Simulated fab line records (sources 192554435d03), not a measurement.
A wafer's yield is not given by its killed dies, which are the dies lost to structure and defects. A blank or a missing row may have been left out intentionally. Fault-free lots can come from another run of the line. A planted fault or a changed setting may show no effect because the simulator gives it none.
Which tool is to blame?	flow n5Finfet	Sampling: 10 lots, 30 wafers, 5 of 1938 route steps

== WHAT THE GAUGES SHOWED, per wafer ==
No reading from a measuring or inspecting step in the record can be judged against a usual standard deviation.

== WHAT TOOL EACH LOT RAN ON (gives the tool, then ch and the chambers of the sampled wafers, and finally the start) ==
lot	N5_BEOL_M10_ETCH_65	N5_BEOL_M10_DEGAS_44	N5_BEOL_M10_ANNEAL_51	N5_BEOL_M11_PECVD_70	N5_BEOL_M11_CMP_52
L273	rieDiel-06 ch 1,2,3, day 10 02:31	pvdSputter-03, day 10 03:39	rtpAnneal-01 ch 0, day 10 06:32	pecvd-04 ch 0,2, day 10 07:54	cmp-03 ch 0,1,2, day 10 15:20
L274	rieDiel-06 ch 0,3, day 10 15:21	pvdSputter-03, day 10 16:29	rtpAnneal-01 ch 0, day 10 17:47	pecvd-02 ch 0,1, day 10 19:12	cmp-03 ch 0,1,3, day 11 03:34
L280	rieDiel-02 ch 0,1,3, day 12 01:44	pvdSputter-01, day 12 03:45	rtpAnneal-01 ch 0, day 12 04:52	pecvd-04 ch 0,1,2, day 12 06:17	cmp-02 ch 0,1,2, day 12 13:56
L285	rieDiel-02 ch 0,2,3, day 13 02:28	pvdSputter-01, day 13 03:48	rtpAnneal-02 ch 0, day 13 05:23	pecvd-04 ch 0,1,2, day 13 06:49	cmp-02 ch 0,1,2, day 13 14:16
L284	rieDiel-01 ch 0,1, day 13 03:50	pvdSputter-03, day 13 05:09	rtpAnneal-01 ch 0, day 13 06:14	pecvd-04 ch 0,2, day 13 07:37	cmp-01 ch 1,2,3, day 13 16:47
L286	rieDiel-06 ch 1,2,3, day 13 21:06	pvdSputter-03, day 13 23:12	rtpAnneal-01 ch 0, day 14 00:23	pecvd-04 ch 0,1,2, day 14 01:50	cmp-02 ch 1,2,3, day 14 08:37
L289	rieDiel-06 ch 0,2,3, day 14 02:27	pvdSputter-01, day 14 03:27	rtpAnneal-02 ch 0, day 14 05:19	pecvd-01 ch 0,1,2, day 14 07:02	cmp-01 ch 0,1,2, day 14 14:26
L291	rieDiel-06 ch 0,1,2, day 14 13:08	pvdSputter-01, day 14 14:40	rtpAnneal-01 ch 0, day 14 15:50	pecvd-01 ch 0,1,2, day 14 17:13	cmp-03 ch 0,2,3, day 14 22:38
L296	rieDiel-06 ch 1,2, day 15 18:47	pvdSputter-01, day 15 20:12	rtpAnneal-01 ch 0, day 15 21:11	pecvd-02 ch 0,1,2, day 15 22:37	cmp-02 ch 0,1,2, day 16 08:55
L290	rieDiel-02 ch 0,1,3, day 16 11:37	pvdSputter-02, day 16 12:53	rtpAnneal-01 ch 0, day 16 13:52	pecvd-02 ch 1,2, day 16 15:17	cmp-03 ch 1,2,3, day 16 22:56
- N5_BEOL_M10_ETCH_65: etches SiARC in CF4, target depth 39 nm, time 65 s.
- N5_BEOL_M10_DEGAS_44: time 60 s.
- N5_BEOL_M10_ANNEAL_51: time 90 s.
- N5_BEOL_M11_PECVD_70: deposits SiO2 from TEOS/O2, target thk 20 nm, time 22.7 s.
- N5_BEOL_M11_CMP_52: polishes, stops on SiCOH lowk, t overpolish 7 s, target thk 140 nm.

== AS READ BY THE TOOLS THEMSELVES (means over the sampled wafers that have a number; for cases with no such wafer, the mark the record gives instead) ==
N5_BEOL_M10_ETCH_65. Usual: drypumpMotorCurrentA 5.7 A, standard deviation 0.44; etchRfOnTimeS 64.8 s, standard deviation 1.1; oesProductAu 0.68 a.u., standard deviation 0.07; rfVppV 184.3 V, standard deviation 1.3; showerheadPlenumPTorr 2.16 Torr, standard deviation 0.076; throttleValvePct 15.62 %, standard deviation 0.25.
lot	tool	drypumpMotorCurrentA (A)	etchRfOnTimeS (s)	oesProductAu (a.u.)	rfVppV (V)	showerheadPlenumPTorr (Torr)	throttleValvePct (%)	flag
L273	rieDiel-06	5.6	64.9	0.67	184.6	2.15	15.75	
L274	rieDiel-06	6.2	65.0	0.68	184.4	2.12	15.72	
L280	rieDiel-02	6.0	64.3	0.66	185.3	2.17	15.50	
L285	rieDiel-02	5.8	64.3	0.67	184.4	2.18	15.44	
L284	rieDiel-01	5.6	66.2	0.62	184.1	2.11	15.79	
L286	rieDiel-06	5.6	64.9	0.65	183.1	2.14	15.83	
L289	rieDiel-06	5.8	64.8	0.65	183.8	2.14	15.82	
L291	rieDiel-06	5.4	64.4	0.67	184.5	2.12	15.68	
L296	rieDiel-06	5.3	64.6	0.64	183.8	2.15	15.90	
L290	rieDiel-02	5.9	63.8	0.70	183.8	2.15	15.40	

N5_BEOL_M10_DEGAS_44. Usual: heaterPowerW 301 W, standard deviation 34.
lot	tool	heaterPowerW (W)	flag
L273	pvdSputter-03	292	
L274	pvdSputter-03	315	
L280	pvdSputter-01	294	
L285	pvdSputter-01	319	
L284	pvdSputter-03	282	
L286	pvdSputter-03	289	
L289	pvdSputter-01	319	
L291	pvdSputter-01	314	
L296	pvdSputter-01	292	
L290	pvdSputter-02	322	

N5_BEOL_M10_ANNEAL_51. Usual: wafer_temp_C_max 225.65, standard deviation 0.2.
lot	tool	wafer_temp_C_max	flag
L273	rtpAnneal-01	225.67	
L274	rtpAnneal-01	225.63	
L280	rtpAnneal-01	225.67	
L285	rtpAnneal-02	225.59	
L284	rtpAnneal-01	225.30	
L286	rtpAnneal-01	225.66	
L289	rtpAnneal-02	225.78	
L291	rtpAnneal-01	225.57	
L296	rtpAnneal-01	225.53	
L290	rtpAnneal-01	225.65	

N5_BEOL_M11_PECVD_70. Usual: heaterPowerW 701 W, standard deviation 94; showerheadPlenumPTorr 8.75 Torr, standard deviation 0.07; susceptorTempC 400.00 C, standard deviation 0.2; throttleValvePct 21.9 %, standard deviation 0.92.
lot	tool	heaterPowerW (W)	showerheadPlenumPTorr (Torr)	susceptorTempC (C)	throttleValvePct (%)	flag
L273	pecvd-04	820	8.75	399.79	21.2	
L274	pecvd-02	688	8.80	400.08	23.3	
L280	pecvd-04	765	8.75	399.83	21.2	
L285	pecvd-04	735	8.73	406.50	21.2	OFF
L284	pecvd-04	905	8.74	412.84	21.4	OFF
L286	pecvd-04	810	8.73	406.40	21.4	OFF
L289	pecvd-01	661	8.78	399.83	22.2	
L291	pecvd-01	640	8.79	400.07	22.1	
L296	pecvd-02	626	8.74	399.98	22.5	
L290	pecvd-02	627	8.81	400.20	22.8	

N5_BEOL_M11_CMP_52. Usual: barrierFieldEndpointS 29.2 s, standard deviation 0.66; motorCurrentA 6.4 A, standard deviation 0.75; slurryFlowMlMin 150.0, standard deviation 0.42.
lot	tool	barrierFieldEndpointS (s)	motorCurrentA (A)	slurryFlowMlMin	flag
L273	cmp-03	29.6	6.5	150.1	
L274	cmp-03	30.0	6.1	150.1	
L280	cmp-02	29.5	6.4	149.6	
L285	cmp-02	28.0	6.4	149.8	
L284	cmp-01	27.3	6.5	149.9	
L286	cmp-02	28.6	6.3	150.1	
L289	cmp-01	29.7	6.2	150.4	
L291	cmp-03	28.9	6.6	150.1	
L296	cmp-02	29.1	6.5	149.8	
L290	cmp-03	29.3	6.7	150.1	

== THE ANSWER, worked out from the rows above alone ==
Rule: a lot is off if the mean of its wafers that have a number lies more than 3 standard deviations from the usual mean. Also off: a lot with no number at a reading for which 4 or more lots have one. Where the step has rows for the other lots, those lots are counted as sound. After the gauges, taken in route order, come the tools' own readings; for these a lot's mean is taken, as printed above. The first step at which some lot is off is used, and at that step the reading that is off furthest; a lot without a number counts as furthest.
Off, at N5_BEOL_M11_PECVD_70 on susceptorTempC: L285, L284, L286.
A tool fits if, at that step or a process step before it, it ran every lot that is off, and no sound lot after the first of them. One fits: pecvd-04 at N5_BEOL_M11_PECVD_70. Its last sound lot is L280 (day 12 06:17), its first lot that is off L285 (day 13 06:49): a fault that began between those two fits.
The tool's own readings at N5_BEOL_M11_PECVD_70 bear it out: on the lots that are off they differ by more than 5 times the standard deviation of the sound lots' means. susceptorTempC reads 408.58 C there against 399.97 C on the sound lots.

== WHAT WAS PUT IN BY THE SIMULATOR ==
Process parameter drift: pecvd-04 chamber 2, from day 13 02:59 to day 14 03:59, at N5_BEOL_M11_PECVD_70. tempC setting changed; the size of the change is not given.
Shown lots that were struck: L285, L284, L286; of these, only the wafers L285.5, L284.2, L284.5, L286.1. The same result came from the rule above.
